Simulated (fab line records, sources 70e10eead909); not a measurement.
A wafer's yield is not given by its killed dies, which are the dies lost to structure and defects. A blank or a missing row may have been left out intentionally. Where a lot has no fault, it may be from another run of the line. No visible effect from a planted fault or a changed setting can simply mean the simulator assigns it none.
Matching of chambers ; flow nand-harc ; NHARC_A_STAIRCASE_TRIM_20 on rie-diel-08: 4 sister chambers
The step chemistry O2, time 211.2 s. 14 wafers are shown with their chamber, then 7 later ones without.

WAFERS, EACH WITH ITS CHAMBER
wafer;chamber;throttle-valve-pct (%);rf-vpp-V (V);o2-flow-sccm (sccm)
L922.4;1;17.040;57.0;499.5
L922.5;0;17.039;57.7;500.0
L922.6;1;17.041;57.1;499.3
L924.1;2;17.028;57.5;500.1
L924.4;0;17.051;57.0;501.7
L924.5;1;17.046;56.6;498.4
L927.1;0;17.041;57.2;498.6
L927.2;3;17.022;58.5;502.1
L927.3;2;17.056;58.8;500.8
L929.1;2;17.042;57.7;501.2
L929.5;1;17.036;58.0;497.3
L929.6;0;17.045;57.3;503.7
L931.2;2;17.049;58.1;497.5
L931.3;1;17.040;58.4;498.1

SIGNATURES (means of the wafers above)
reading;chamber 0;chamber 1;chamber 2;chamber 3;scatter within a chamber
throttle-valve-pct;17.04400;17.04060;17.04375;17.02200;0.00751
rf-vpp-V;57.300;57.420;58.025;58.500;0.591
o2-flow-sccm;501.000;498.520;499.900;502.100;1.62
Rule: a wafer's distance from a chamber is the root of the sum, over the readings, of the square of ((its reading less the chamber's mean) divided by the reading's scatter). If the next closest chamber is less than 2 further off than the closest, the wafer can't be placed; otherwise it belongs to the closest. The scatter: the root of (the sum of the squares of (reading less its chamber's mean) over the shown wafers, divided by (wafers less chambers)).

WAFERS WITHOUT THEIR CHAMBER
wafer;throttle-valve-pct (%);rf-vpp-V (V);o2-flow-sccm (sccm)
L931.5;17.040;56.9;498.1
L938.1;17.050;59.1;499.4
L938.2;17.026;57.8;499.6
L938.6;17.049;56.9;499.7
L945.3;17.020;57.6;500.1
L945.4;17.030;56.7;501.0
L945.6;17.020;57.7;500.8

THE CHAMBER EACH PASSED THROUGH
wafer;from the rows above;in truth
L931.5;can't be placed: 1 or 0 or 2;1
L938.1;can't be placed: 2 or 1 or 0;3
L938.2;can't be placed: 3 or 1 or 2 or 0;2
L938.6;can't be placed: 0 or 1 or 2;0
L945.3;can't be placed: 3 or 1 or 2 or 0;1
L945.4;can't be placed: 0 or 1 or 2 or 3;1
L945.6;can't be placed: 3 or 1 or 2 or 0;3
Correct placement for 0 of the 7. From these rows, 7 cannot be placed; in 6 the true chamber is one of the candidates. Wrongly placed: 0.
